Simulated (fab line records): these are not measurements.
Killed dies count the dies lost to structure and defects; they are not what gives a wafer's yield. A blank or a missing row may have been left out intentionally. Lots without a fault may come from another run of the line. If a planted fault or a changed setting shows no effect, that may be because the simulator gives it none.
A lot that was struck, set against a sound lot	flow n5-finfet	16 out of 1938 route steps
Sound: wafers L665.1, L665.2, L665.4. Struck: wafer L678.5. (L678.3, L678.4 of the same lot were not struck and are left out.) The cause comes at the end.
Per side, at each step with rows, come the tool, then ch with its chambers, and then its first start. Under that, the readings that differ: sound wafers	struck wafers	difference of the means	sigmas: that difference in standard deviations of wafers without a fault.
alike: words and numbers the same on both sides, and readings whose means are apart by under 2 such deviations; not compared: readings that were withheld, readings missing a value for some wafer, numbers with overlapping values and no deviation given by the record, and bounds like >300 which may hide the same value.
The two part at a step that has a row with sigmas, a row that says differs or no value, or rows on one side only. Non-overlapping numbers with no deviation appear without sigmas and do not part them. A reading missing from all wafers of one side parts the sides only when that side holds two or more wafers.

N5_BEOL_M3_STRIP_36: strips in N2/H2.
  sound on rie-diel-01 ch 0,1,3, day 8 04:47; struck on rie-diel-01 ch 1, day 11 07:55
reading	sound	struck	difference	sigmas
rf-vpp-V (V)	62.2 60.9 59.0	57.6	-3.1	-2
  alike: bias-power-w, drypump-motor-current-A, oes-product-au, power-w, showerhead-plenum-p-Torr, throttle-valve-pct
  not compared: rf-hours-counter-h
N5_BEOL_M3_TRENCH_ETCH_37: etches SiOC in C4F6/O2, target depth 55.555 nm, time 29.2 s.
  sound on rie-diel-01 ch 0,1,3; struck on rie-diel-01 ch 1
  alike: drypump-motor-current-A, mfc-ar-sccm, oes-product-au, rf-vpp-V, showerhead-plenum-p-Torr, throttle-valve-pct
  not compared: rf-hours-counter-h
then, 1 step without rows for these wafers: N5_BEOL_M3_ETCH_41 (etches SiCN in CH3F/O2, target depth 29.9 nm, time 52.5 s).
N5_BEOL_M3_STRIP_97: strips in N2/H2, time 10 s.
  sound on rie-diel-01 ch 0,1,3; struck on rie-diel-01 ch 1
  alike: bias-power-w, drypump-motor-current-A, oes-product-au, rf-vpp-V, showerhead-plenum-p-Torr, throttle-valve-pct
  not compared: rf-hours-counter-h
N5_BEOL_M3_OCD_MEAS_38:
  sound: ocd-01 at day 8 04:59; struck: ocd-02 at day 11 08:06
  alike: trench-depth-nm
then, 4 steps without rows for these wafers: N5_BEOL_M3_HM_STRIP_39 (strips TiN in peroxide tin strip, target depth 25 nm, time 158 s); N5_BEOL_M3_SRD_40 (time 30 s); N5_BEOL_M3_PRECLEAN_42 (cleans in residue remover, time 60 s); N5_BEOL_M3_SRD_43 (time 30 s).
N5_BEOL_M3_CD_MEAS_35: target cd 18 nm, target cd y 21 nm.
  sound: cd-sem-02 at day 8 05:09; struck: cd-sem-01 at day 11 08:15
  alike: cd-nm
N5_BEOL_M3_DEGAS_44: time 60 s.
  sound: pvd-sputter-03 at day 8 05:31; struck: pvd-sputter-02 at day 11 08:44
reading	sound	struck	difference	sigmas
heater-power-w (W)	347 373 367	253	-109	-3
N5_BEOL_M3_PRE_CLEAN_45: time 30 s.
  sound: pvd-sputter-03 at day 8 05:34; struck: pvd-sputter-02 at day 11 08:46
reading	sound	struck	difference	sigmas
heater-power-w (W)	347 367 359	261	-97	-2
N5_BEOL_M3_ALD_84: deposits TaN, pulse time 2 s, purge time 3 s, co reactant purge time 2 s.
  sound on ald-metal-01 ch 0,1,2, day 8 05:37; struck on ald-metal-04 ch 2, day 11 08:50
reading	sound	struck	difference	sigmas
ald-cycles	30 30 30	32	+2	
  alike: heater-power-w, precursor-vessel-carrier-sccm
next, for these wafers, 1 step has no rows: N5_BEOL_M3_SURFACE_TREAT_85.
N5_BEOL_M4_RC_MEAS_101:
  sound on prober-02 ch 0, day 8 20:43; struck on prober-01 ch 0, day 12 02:52
  alike: DIBL_N, DIBL_P, IOFF_N, IOFF_P, ION_N, ION_P, SS_N, SS_P, VT_N, VT_P
-- a jump in the record: the struck wafers' starts before and after are 5 days apart (it breaks off in module BEOL_M4 and resumes in module PASSIVATION, where the first step shown is number 1936 of the route) --
N5_PASSIVATION_PROBE_49:
  sound: prober-02 at day 13 14:37; struck: prober-02 at day 16 22:47
reading	sound	struck	difference	sigmas
sort_bin_8_speed (%)	0 0.34 0	0	+0	-4
  alike: defect-limited-yield, killed_at_M0_to_M3, killed_at_M4_up, killed-at-contacts, killed-at-front-end, killed-at-other, killed-dies, killed-open, killed-short, sort_bin_5_function, sort_bin_6_memory, sort-n-pass, sort-yield-pct

WHERE THEY PART
First at N5_BEOL_M3_STRIP_36; last, within this record, at N5_PASSIVATION_PROBE_49.

WHY: whatever the simulator had introduced
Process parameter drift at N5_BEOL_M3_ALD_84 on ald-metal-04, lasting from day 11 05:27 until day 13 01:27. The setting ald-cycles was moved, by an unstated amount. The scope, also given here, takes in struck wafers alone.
